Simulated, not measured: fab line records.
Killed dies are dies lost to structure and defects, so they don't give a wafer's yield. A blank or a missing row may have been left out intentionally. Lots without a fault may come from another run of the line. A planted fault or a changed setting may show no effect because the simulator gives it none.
Split-lot experiment ; flow n5 finfet ; route with 1938 steps; 7 lots, 21 wafers read

== ON THE SPLIT ==
At N5_DUMMY_GATE_EXPOSE_12 (exposes mask GATE, target cd 25 nm), the setting dose mj was moved away from the recipe's 34 on 3 of the 21 wafers read, by -6.3% to +7.4%. This setting was run at the recipe's value on the other wafers.

== FROM THE SPLIT TO THE READING: what the file shows between them, 2 steps ==
- N5_DUMMY_GATE_PEB_13: peb time 60 s
- N5_DUMMY_GATE_DEVELOP_14: develop time 30 s

== THE READING ==
cd nm at N5_DUMMY_GATE_CD_MEAS_15, given in nm (cd target 25.8 nm). A value of 25.00 nm with a standard deviation of 0.27 nm is what fault-free wafers of this fab line usually give.

wafer;tool, chamber at the split;dose mj as run;against the recipe;cd nm, nm;against lot-mates on the recipe
L076.2;euv scanner-01, 0;34;recipe;25.26;-
L076.4;euv scanner-01, 0;34;recipe;25.34;-
L076.6;euv scanner-01, 0;34;recipe;24.85;-
L077.1;euv scanner-01, 0;34;recipe;24.94;-
L077.2;euv scanner-01, 0;34;recipe;24.88;-
L077.3;euv scanner-01, 0;34;recipe;24.80;-
L080.2;euv scanner-01, 0;34;recipe;25.21;-
L080.4;euv scanner-01, 0;34;recipe;24.93;-
L080.5;euv scanner-01, 0;34;recipe;24.92;-
L090.3;euv scanner-02, 0;34;recipe;25.30;-
L090.4;euv scanner-02, 0;35.77;+5.2%;23.78;-1.57
L090.6;euv scanner-02, 0;34;recipe;25.41;-
L093.1;euv scanner-01, 0;34;recipe;25.07;-
L093.4;euv scanner-01, 0;34;recipe;24.95;-
L093.5;euv scanner-01, 0;34;recipe;24.93;-
L094.1;euv scanner-02, 0;31.85;-6.3%;26.17;+1.59
L094.3;euv scanner-02, 0;34;recipe;24.55;-
L094.5;euv scanner-02, 0;34;recipe;24.60;-
L097.2;euv scanner-01, 0;34;recipe;24.84;-
L097.3;euv scanner-01, 0;36.5;+7.4%;23.60;-1.31
L097.4;euv scanner-01, 0;34;recipe;24.99;-

FIT RESULTS
A straight line over all 21 wafers: cd nm changes by -0.197 nm for each +1% of dose mj; r = -0.91; the points scatter about the line by 0.23 nm.
The same after taking each lot's own level away (the mean of its wafers on the recipe; 21 wafers): -0.231 nm for each +1%; r = -0.96; scatter 0.17 nm.
On that fit, the largest move of dose mj shifts the reading by 1.7 nm.
Across the lots, their own levels run from 24.575 to 25.355 nm, a range of 2.9 times the standard deviation given above.
So the slope is not independent of the lot-to-lot level: the two fits are not the same.
Check: -2.02 nm against its lot-mates is what the line predicts for one of the wafers moved furthest among these (+7.4%) when that wafer is left out of the fit. Against them it came out at -1.31 nm.

== THE OTHER SPLITS THESE WAFERS WENT THROUGH ==
Before the reading, these wafers also passed through other splits. Each is held against what the fit with the lots' levels taken away leaves over:
other split on the same wafers;wafers away from the commonest value;r with cd nm (lot level and that fit taken away)
N5_PMOS_HMC_CHANNEL_EPI_COAT_31 spin rpm;5;-0.08
N5_PMOS_HMC_CHANNEL_EPI_COAT_03 spin rpm;8;-0.21
N5_STI_FIN_REVEAL_ETCHBACK_08 time s;5;+0.00
N5_DUMMY_GATE_HM_DEP_06 time s;18;-0.11

== FILE'S OWN FIT ==
cd nm changes by -0.231 nm for each +1% of dose mj, r = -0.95.
